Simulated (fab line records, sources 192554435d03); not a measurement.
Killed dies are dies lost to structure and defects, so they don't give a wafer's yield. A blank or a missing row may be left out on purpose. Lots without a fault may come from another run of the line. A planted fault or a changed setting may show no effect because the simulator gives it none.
fab line records | flow n5_finfet | part 1 of 2: steps 1 to 4 of 6
record lots=23 wafers=69 last_day=18
route steps=1938 shown SD_EPI_P@303 ILD0@344 SDB@347
lots that met no fault: from a run of the same line without faults
start_h: hours from the record's first day to the start of the lot's first wafer shown | wait_h: hours since the lot's step before | " the same as in the row above | L1.1+2: a row that stands for several wafers | - no value, or no start given | * or withheld: withheld | < > ~ a bound
route shown NAME@n: a module of which the file shows steps, and the number in the route of the first | usual: mean/standard deviation of fault-free wafers | same: alike in all rows | chamber/n: place in a boat | sites: the reading at each site | _std_site: their standard deviation | _edge_site: outer sites' mean less inner sites' | radius_mm: how far each site lies from the wafer's centre | mask NAME#n: copy n | behind: the tool/chamber that last shaped the wafer | hold: why the lot was held/for how many hours/how that ended | device: the transistor (n, p or np) that didn't switch | end of line: the same wafers' tests at the end of the route | a step without rows: its recipe alone | killed: dies lost to structure and defects at the first sort, not the wafer's yield | map: a wafer's dies, x killed, . not, _ none there
set.NAME: the setting as run; set.NAME@STEP: as run at that earlier step | model.NAME: the simulator's own value behind a step, which no gauge read
steps of the route over a sample of lots; a table a step, a row a wafer
services: from which hour (start_h, from the record's first day; less than 0 if before it) a tool's chamber was out of use, for how many hours, and why
## steps
# step N5_SD_EPI_P_CD_MEAS_09
# recipe target_cd_nm=240 landing_energy_ev=500 detector=se_inlens
# usual cd_nm=240.1/0.68
# columns lot.wafer tool chamber start_h wait_h cd_nm
L074.1 cd_sem-03 0 54.41 - 240.5
L074.4 " 0 " " 241.1
L074.5 " 0 " " 240.5
L075.2 cd_sem-03 0 59.76 - 239.5
L075.4 " 0 " " 240.1
L075.6 " 0 " " 240.9
L076.1 cd_sem-02 0 65.81 - 239.8
L076.2 " 0 " " 239.5
L076.4 " 0 " " 239.8
L077.1 cd_sem-03 0 71.03 - 240.0
L077.2 " 0 " " 239.4
L077.5 " 0 " " 238.6
L078.2 cd_sem-01 0 80.65 - 240.4
L078.4 " 0 " " 240.2
L078.6 " 0 " " 239.5
L079.3 cd_sem-02 0 84.59 - 239.3
L079.4 " 0 " " 239.4
L079.6 " 0 " " 240.3
L080.3 cd_sem-02 0 93.56 - 239.2
L080.5 " 0 " " 239.9
L080.6 " 0 " " 239.8
L081.2 cd_sem-02 0 98.15 - 239.6
L081.3 " 0 " " 238.7
L081.4 " 0 " " 238.6
L082.2 cd_sem-03 0 105.11 - 240.7
L082.4 " 0 " " 239.6
L082.6 " 0 " " 240.6
L083.1 cd_sem-01 0 107.99 - 239.5
L083.2 " 0 " " 240.4
L083.3 " 0 " " 239.6
L085.1 cd_sem-03 0 122.38 - 239.8
L085.3 " 0 " " 239.9
L085.5 " 0 " " 240.4
L086.2 cd_sem-03 0 129.07 - 240.7
L086.3 " 0 " " 241.2
L086.6 " 0 " " 240.9
L087.1 cd_sem-02 0 132.02 - 239.3
L087.3 " 0 " " 239.3
L087.6 " 0 " " 240.2
L088.1 cd_sem-03 0 139.47 - 239.8
L088.4 " 0 " " 240.5
L088.6 " 0 " " 240.2
L089.1 cd_sem-02 0 145.42 - 239.5
L089.5 " 0 " " 240.4
L089.6 " 0 " " 239.9
L090.1 cd_sem-02 0 149.83 - 240.4
L090.3 " 0 " " 240.5
L090.4 " 0 " " 240.9
L091.2 cd_sem-01 0 157.48 - 239.9
L091.5 " 0 " " 239.1
L091.6 " 0 " " 240.2
L092.1 cd_sem-02 0 162.72 - 240.8
L092.2 " 0 " " 240.6
L092.4 " 0 " " 240.8
L093.1 cd_sem-02 0 169.43 - 240.7
L093.3 " 0 " " 240.1
L093.4 " 0 " " 240.3
L094.1 cd_sem-03 0 173.66 - 240.1
L094.5 " 0 " " 240.4
L094.6 " 0 " " 241.0
L095.3 cd_sem-01 0 180.85 - 240.9
L095.4 " 0 " " 240.1
L095.6 " 0 " " 241.0
L096.1 cd_sem-03 0 194.81 - 240.7
L096.4 " 0 " " 240.3
L096.5 " 0 " " 240.3
L097.1 cd_sem-02 0 198.58 - 240.9
L097.3 " 0 " " 240.9
L097.5 " 0 " " 241.3
# step N5_SD_EPI_P_ETCH_37
# recipe chemistry=N2/H2 target=SOC overetch_a=1080 mask_material=SiARC temp_c=40 ion_energy_ev=100 source_w=3000 bias_w=133 pressure_mtorr=20 time_s=486 n2_flow_sccm=200 h2_flow_sccm=200 ends=end_point
# usual drypump_motor_current_A=5.8/0.43 oes_product_au=0.67/0.056 rf_vpp_V=240.3/1.3 showerhead_plenum_p_Torr=2.51/0.085 throttle_valve_pct=23.74/0.29
# columns lot.wafer tool chamber start_h wait_h drypump_motor_current_A oes_product_au rf_hours_counter_h rf_vpp_V showerhead_plenum_p_Torr throttle_valve_pct
L074.1 rie_diel-04 2 54.61 0.0 5.7 0.63 210 240.7 2.51 23.92
L074.4 " 3 " " 5.8 0.67 175 240.0 2.53 23.98
L074.5 " 0 " " 5.6 0.65 - 239.8 2.53 23.95
L075.2 rie_diel-04 2 59.94 0.0 5.7 0.63 212 240.4 2.51 23.92
L075.4 " 3 " " 5.8 0.68 177 240.9 2.52 23.99
L075.6 " 1 " " 6.1 0.70 - 240.8 2.66 23.67
L076.1 rie_diel-02 3 65.99 0.0 6.3 0.64 223 241.5 2.62 23.74
L076.2 " 1 " " 5.7 0.71 105 239.0 2.35 23.21
L076.4 " 2 " " 5.2 0.62 228 240.3 2.50 23.44
L077.1 rie_diel-02 3 71.30 0.0 6.3 0.63 225 242.5 2.62 23.75
L077.2 " 1 " " 5.7 0.70 107 238.5 2.35 23.21
L077.5 " 0 " " 5.7 0.69 - 240.3 2.56 24.05
L078.2 rie_diel-02 1 80.83 0.0 5.7 0.70 110 237.9 2.35 23.22
L078.4 " 2 " " 5.1 0.62 233 240.9 2.49 23.44
L078.6 " 1 " " 5.7 0.70 - 237.5 2.35 23.21
L079.3 rie_diel-04 2 84.76 0.0 5.7 0.63 220 241.3 2.50 23.95
L079.4 " 3 " " 5.8 0.67 185 241.4 2.52 24.01
L079.6 " 3 " " 5.8 0.67 - 240.6 2.52 24.00
L080.3 rie_diel-04 3 93.74 0.0 5.8 0.67 188 240.8 2.52 24.01
L080.5 " 3 " " 5.8 0.67 - 241.8 2.52 23.98
L080.6 " 2 " " 5.7 0.63 - 240.4 2.50 23.94
L081.2 rie_diel-03 2 98.33 0.0 6.2 0.67 142 238.9 2.44 23.99
L081.3 " 3 " " 6.2 0.74 83 242.1 2.46 23.82
L081.4 " 0 " " 6.1 0.69 153 240.0 2.43 23.56
L082.2 rie_diel-02 0 105.60 0.0 5.7 0.69 120 241.5 2.55 24.09
L082.4 " 1 " " 5.7 0.70 116 238.0 2.35 23.23
L082.6 " 0 " " 5.7 0.69 - 242.5 2.55 24.08
L083.1 rie_diel-03 1 108.17 0.0 4.7 0.61 233 241.8 2.60 23.78
L083.2 " 3 " " 6.3 0.74 86 239.9 2.46 23.82
L083.3 " 0 " " 6.1 0.69 157 240.1 2.43 23.59
L085.1 rie_diel-04 3 122.57 0.0 5.8 0.66 196 240.1 2.52 24.02
L085.3 " 1 " " 6.1 0.70 140 241.6 2.66 23.69
L085.5 " 3 " " 5.8 0.66 - 240.4 2.52 24.02
L086.2 rie_diel-02 2 129.25 0.0 5.2 0.61 246 239.9 2.49 23.46
L086.3 " 0 " " 5.7 0.68 127 240.0 2.55 24.09
L086.6 " 0 " " 5.7 0.68 - 240.9 2.55 24.09
L087.1 rie_diel-02 0 132.20 0.0 5.7 0.68 128 239.4 2.55 24.08
L087.3 " 2 " " 5.2 0.62 247 239.4 2.49 23.47
L087.6 " 3 " " 6.3 0.62 - 241.6 2.61 23.76
L088.1 rie_diel-02 3 139.65 0.0 6.3 0.62 245 240.3 2.61 23.78
L088.4 " 3 " " 6.3 0.62 - 242.1 2.61 23.78
L088.6 " 2 " " 5.2 0.61 - 240.8 2.49 23.47
L089.1 rie_diel-03 3 145.82 0.0 6.2 0.73 95 239.8 2.46 23.85
L089.5 " 3 " " 6.2 0.73 - 238.6 2.45 23.82
L089.6 " 2 " " 6.2 0.67 - 238.4 2.44 24.02
L090.1 rie_diel-02 0 150.01 0.0 5.7 0.67 134 241.2 2.55 24.09
L090.3 " 1 " " 5.7 0.69 125 237.3 2.34 23.23
L090.4 " 1 " " 5.7 0.68 - 237.8 2.34 23.22
L091.2 rie_diel-03 2 157.65 0.0 6.2 0.66 159 239.8 2.44 24.01
L091.5 " 0 " " 6.1 0.68 - 239.6 2.42 23.61
L091.6 " 1 " " 4.7 0.60 - 240.4 2.59 23.80
L092.1 rie_diel-02 3 163.20 0.0 6.3 0.62 254 241.6 2.61 23.79
L092.2 " 1 " " 5.7 0.68 131 237.9 2.34 23.26
L092.4 " 1 " " 5.7 0.69 - 236.9 2.34 23.24
L093.1 rie_diel-04 0 169.61 0.0 5.6 0.63 198 240.2 2.52 23.99
L093.3 " 1 " " 6.1 0.68 154 241.6 2.65 23.69
L093.4 " 3 " " 5.8 0.65 209 238.6 2.51 24.01
L094.1 rie_diel-03 3 173.84 0.0 6.2 0.71 103 239.9 2.45 23.85
L094.5 " 0 " " 6.1 0.68 - 240.4 2.42 23.62
L094.6 " 2 " " 6.2 0.65 - 239.4 2.43 24.02
L095.3 rie_diel-02 2 181.04 0.0 5.2 0.87 1 241.1 2.49 23.12
L095.4 " 0 " " 5.7 0.67 - 241.0 2.54 24.10
L095.6 " 2 " " 5.2 0.87 - 240.1 2.48 23.14
L096.1 rie_diel-02 0 195.13 0.0 5.7 0.67 151 240.7 2.54 24.12
L096.4 " 3 " " 6.3 0.86 2 241.7 2.60 23.47
L096.5 " 0 " " 5.7 0.67 - 241.8 2.54 24.12
L097.1 rie_diel-02 1 198.76 0.0 5.7 0.67 143 236.7 2.34 23.25
L097.3 " 0 " " 5.7 0.67 153 240.7 2.54 24.11
L097.5 " 2 " " 5.1 0.84 - 239.5 2.48 23.14
# step N5_SD_EPI_P_ETCHBACK_46
# recipe chemistry=CH3F/O2 mode=anisotropic_etchback target=SiNx target_depth_a=175 stop_on=SiO2 over_etch_frac=0.3 ion_energy_ev=120 pressure_mtorr=30 source_w=395 bias_w=73 Ar_flow_sccm=150 CH3F_flow_sccm=30 O2_flow_sccm=20
# usual drypump_motor_current_A=5.8/0.43 oes_ar_750_au=0.75/0.062 oes_product_au=0.64/0.053 rf_vpp_V=296.4/2.7 showerhead_plenum_p_Torr=1.98/0.066 throttle_valve_pct=16.33/0.25
# columns lot.wafer tool chamber start_h wait_h drypump_motor_current_A oes_ar_750_au oes_product_au rf_hours_counter_h rf_vpp_V showerhead_plenum_p_Torr throttle_valve_pct
L074.1 rie_diel-04 2 54.94 0.0 5.7 0.71 0.61 210 294.7 1.98 16.53
L074.4 " 3 " " 5.8 0.76 0.65 175 296.3 1.99 16.49
L074.5 " 0 " " 5.6 0.73 0.63 - 298.0 1.99 16.62
L075.2 rie_diel-04 2 60.27 0.0 5.7 0.71 0.60 212 294.7 1.98 16.54
L075.4 " 3 " " 5.8 0.75 0.64 177 297.1 1.99 16.50
L075.6 " 1 " " 6.1 0.80 0.68 - 302.3 2.09 16.17
L076.1 rie_diel-02 3 66.32 0.0 6.3 0.71 0.61 224 299.3 2.06 16.16
L076.2 " 1 " " 5.7 0.79 0.68 105 292.6 1.85 15.87
L076.4 " 2 " " 5.2 0.70 0.60 228 294.5 1.97 16.25
L077.1 rie_diel-02 3 71.63 0.0 6.3 0.70 0.61 225 299.7 2.06 16.19
L077.2 " 1 " " 5.7 0.79 0.68 107 293.3 1.85 15.87
L077.5 " 0 " " 5.7 0.78 0.66 - 294.0 2.02 16.52
L078.2 rie_diel-02 1 81.16 0.0 5.7 0.79 0.67 110 291.0 1.85 15.88
L078.4 " 2 " " 5.1 0.69 0.59 233 295.9 1.97 16.25
L078.6 " 1 " " 5.7 0.79 0.67 - 290.6 1.85 15.89
L079.3 rie_diel-04 2 85.09 0.0 5.7 0.71 0.60 221 295.2 1.98 16.56
L079.4 " 3 " " 5.8 0.75 0.64 185 295.5 1.98 16.49
L079.6 " 3 " " 5.8 0.75 0.63 - 296.1 1.98 16.50
L080.3 rie_diel-04 3 94.06 0.0 5.8 0.74 0.64 188 295.4 1.98 16.51
L080.5 " 3 " " 5.8 0.74 0.64 - 295.3 1.98 16.50
L080.6 " 2 " " 5.7 0.70 0.60 - 293.3 1.98 16.57
L081.2 rie_diel-03 2 98.65 0.0 6.2 0.76 0.65 142 296.0 1.93 16.30
L081.3 " 3 " " 6.2 0.83 0.70 83 291.7 1.94 16.28
L081.4 " 0 " " 6.1 0.77 0.67 153 297.6 1.92 16.46
L082.2 rie_diel-02 0 105.93 0.0 5.7 0.77 0.65 120 295.8 2.02 16.52
L082.4 " 1 " " 5.7 0.79 0.67 117 293.6 1.85 15.89
L082.6 " 0 " " 5.7 0.77 0.66 - 296.5 2.02 16.53
L083.1 rie_diel-03 1 108.49 0.0 4.7 0.69 0.58 233 298.4 2.06 16.49
L083.2 " 3 " " 6.2 0.82 0.70 86 291.5 1.94 16.29
L083.3 " 0 " " 6.1 0.76 0.66 157 298.0 1.92 16.46
L085.1 rie_diel-04 3 122.89 0.0 5.9 0.74 0.63 196 295.3 1.98 16.52
L085.3 " 1 " " 6.1 0.77 0.66 141 301.0 2.09 16.22
L085.5 " 3 " " 5.8 0.74 0.64 - 295.9 1.98 16.51
L086.2 rie_diel-02 2 129.58 0.0 5.1 0.68 0.58 246 294.1 1.97 16.27
L086.3 " 0 " " 5.7 0.77 0.65 127 296.7 2.02 16.55
L086.6 " 0 " " 5.7 0.76 0.65 - 296.2 2.02 16.53
L087.1 rie_diel-02 0 132.52 0.0 5.7 0.75 0.65 129 295.9 2.02 16.56
L087.3 " 2 " " 5.1 0.68 0.58 248 294.0 1.97 16.26
L087.6 " 3 " " 6.3 0.69 0.60 - 301.0 2.05 16.21
L088.1 rie_diel-02 3 139.97 0.0 6.3 0.69 0.60 245 300.0 2.05 16.23
L088.4 " 3 " " 6.2 0.69 0.59 - 300.0 2.05 16.22
L088.6 " 2 " " 5.2 0.68 0.58 - 295.9 1.96 16.26
L089.1 rie_diel-03 3 146.14 0.0 6.2 0.81 0.69 95 292.8 1.94 16.31
L089.5 " 3 " " 6.2 0.81 0.69 - 291.4 1.94 16.30
L089.6 " 2 " " 6.2 0.74 0.63 - 295.3 1.92 16.34
L090.1 rie_diel-02 0 150.33 0.0 5.7 0.75 0.65 134 294.7 2.01 16.57
L090.3 " 1 " " 5.7 0.77 0.66 126 293.4 1.85 15.91
L090.4 " 1 " " 5.7 0.78 0.65 - 292.6 1.85 15.90
L091.2 rie_diel-03 2 157.98 0.0 6.2 0.73 0.64 159 295.8 1.92 16.33
L091.5 " 0 " " 6.1 0.75 0.65 - 297.9 1.91 16.50
L091.6 " 1 " " 4.8 0.67 0.57 - 299.1 2.06 16.53
L092.1 rie_diel-02 3 163.52 0.0 6.3 0.68 0.59 254 299.2 2.05 16.25
L092.2 " 1 " " 5.7 0.77 0.65 131 293.7 1.85 15.92
L092.4 " 1 " " 5.7 0.77 0.66 - 291.8 1.85 15.92
L093.1 rie_diel-04 0 169.93 0.0 5.6 0.70 0.60 198 297.6 1.98 16.67
L093.3 " 1 " " 6.1 0.76 0.64 154 301.1 2.08 16.24
L093.4 " 3 " " 5.8 0.73 0.63 209 296.8 1.98 16.54
L094.1 rie_diel-03 3 174.17 0.0 6.2 0.80 0.68 104 292.9 1.94 16.34
L094.5 " 0 " " 6.1 0.75 0.65 - 298.0 1.91 16.50
L094.6 " 2 " " 6.2 0.74 0.63 - 295.6 1.92 16.34
L095.3 rie_diel-02 2 181.36 0.0 5.2 0.97 0.83 1 294.8 1.96 15.79
L095.4 " 0 " " 5.7 0.74 0.64 - 296.0 2.01 16.58
L095.6 " 2 " " 5.2 0.96 0.82 - 296.2 1.96 15.81
L096.1 rie_diel-02 0 195.45 0.0 5.7 0.74 0.63 152 294.7 2.01 16.59
L096.4 " 3 " " 6.2 0.96 0.82 2 300.8 2.04 15.78
L096.5 " 0 " " 5.7 0.74 0.63 - 294.9 2.01 16.61
L097.1 rie_diel-02 1 199.08 0.0 5.7 0.77 0.64 143 291.9 1.84 15.95
L097.3 " 0 " " 5.7 0.74 0.63 153 295.4 2.01 16.59
L097.5 " 2 " " 5.2 0.94 0.79 - 295.4 1.96 15.82
# step N5_ILD0_CMP_12
# recipe stop_on=poly-Si material=SiNx t_overpolish_s=6 post_cmp_clean=alkaline_brush down_force_psi=2.5 platen_rpm=51.8 pad_velocity_m_s=1.0307 target_thk_nm=17.67
# usual motor_current_A=8.9/0.88 overpolish_run_s=5.999/0.0098 time_to_endpoint_s=29.2/2.3
# columns lot.wafer tool chamber start_h wait_h motor_current_A overpolish_run_s time_to_endpoint_s
L074.4 cmp-03 1 65.01 1.2 8.4 5.987 32.7
L074.1 " 2 " " 9.0 5.999 30.4
L074.5 " 0 " " 9.8 6.003 31.1
L075.2 cmp-01 2 70.34 1.1 8.5 6.003 26.3
L075.4 " 0 " " 8.9 6.005 30.5
L075.6 " 2 " " 8.6 6.009 26.5
L076.2 cmp-02 0 77.28 1.1 10.0 5.984 26.3
L076.1 " 1 " " 7.6 6.006 27.8
L076.4 " 3 " " 9.0 5.997 26.9
L077.2 cmp-03 2 83.64 1.1 8.9 6.002 32.0
L077.1 " 3 " " 10.6 6.016 26.7
L077.5 " 3 " " 10.6 6.003 29.3
L078.2 cmp-01 1 93.17 1.2 8.3 6.004 27.4
L078.4 " 3 " " 8.4 5.996 29.1
L078.6 " 1 " " 8.6 6.003 27.8
L079.4 cmp-01 0 97.73 1.2 9.0 5.988 29.0
L079.3 " 1 " " 8.3 5.995 28.7
L079.6 " 2 " " 8.8 6.008 29.1
L080.3 cmp-02 2 105.39 1.2 7.6 6.005 29.8
L080.5 " 3 " " 8.4 6.004 28.1
L080.6 " 0 " " 9.6 5.991 26.7
L081.3 cmp-03 2 109.70 1.1 9.2 6.012 29.8
L081.4 " 0 " " 9.5 5.987 30.4
L081.2 " 1 " " 8.0 6.007 32.2
L082.4 cmp-02 3 117.05 1.1 8.6 5.997 29.0
L082.2 " 2 " " 8.5 6.018 28.0
L082.6 " 0 " " 10.3 5.999 28.1
L083.2 cmp-01 1 119.34 1.1 8.4 5.981 27.8
L083.1 " 2 " " 8.8 5.998 30.0
L083.3 " 0 " " 9.5 6.004 30.4
L085.1 cmp-02 2 134.48 1.2 8.3 5.998 29.7
L085.3 " 3 " " 8.8 5.993 30.6
L085.5 " 1 " " 7.3 6.006 30.4
L086.2 cmp-02 0 140.45 1.2 9.6 6.016 32.2
L086.3 " 2 " " 9.1 5.990 30.7
L086.6 " 3 " " 9.1 5.983 30.5
L087.1 cmp-03 0 144.45 1.1 9.5 5.999 28.3
L087.3 " 3 " " 11.0 5.986 28.0
L087.6 " 1 " " 8.4 5.986 31.7
L088.1 cmp-02 0 153.21 1.2 10.0 6.005 25.5
L088.4 " 1 " " 7.3 5.991 32.8
L088.6 " 2 " " 8.3 6.001 30.0
L089.1 cmp-02 1 156.85 1.1 7.7 5.992 27.6
L089.6 " 1 " " 8.1 6.015 28.5
L089.5 " 2 " " 8.2 6.014 26.9
L090.1 cmp-03 2 160.67 1.1 8.5 6.010 29.4
L090.3 " 3 " " 10.9 5.991 28.9
L090.4 " 0 " " 9.8 6.002 29.1
L091.2 cmp-03 0 168.55 1.1 9.4 5.991 26.3
L091.6 " 0 " " 9.6 5.991 26.0
L091.5 " 1 " " 8.4 5.986 28.5
L092.2 cmp-02 1 173.95 1.1 7.8 5.995 34.0
L092.1 " 2 " " 8.3 5.992 34.3
L092.4 " 0 " " 10.2 6.008 30.3
L093.3 cmp-01 2 181.07 1.1 8.5 5.990 27.0
L093.4 " 3 " " 8.2 6.003 32.1
L093.1 " 0 " " 9.0 5.987 29.3
L094.1 cmp-02 1 184.45 1.2 7.5 6.020 34.0
L094.5 " 3 " " 9.0 6.010 34.6
L094.6 " 0 " " 9.7 5.996 32.6
L095.3 cmp-01 1 192.32 1.2 8.7 5.985 24.9
L095.4 " 2 " " 9.3 5.994 26.2
L095.6 " 3 " " 8.5 5.997 27.7
L096.1 cmp-01 0 206.40 1.4 9.5 6.008 30.7
L096.4 " 2 " " 8.5 5.997 29.0
L096.5 " 3 " " 8.3 6.014 28.4
L097.3 cmp-01 0 209.80 1.1 9.0 6.003 32.0
L097.1 " 1 " " 8.7 6.002 27.9
L097.5 " 1 " " 8.2 6.015 28.3
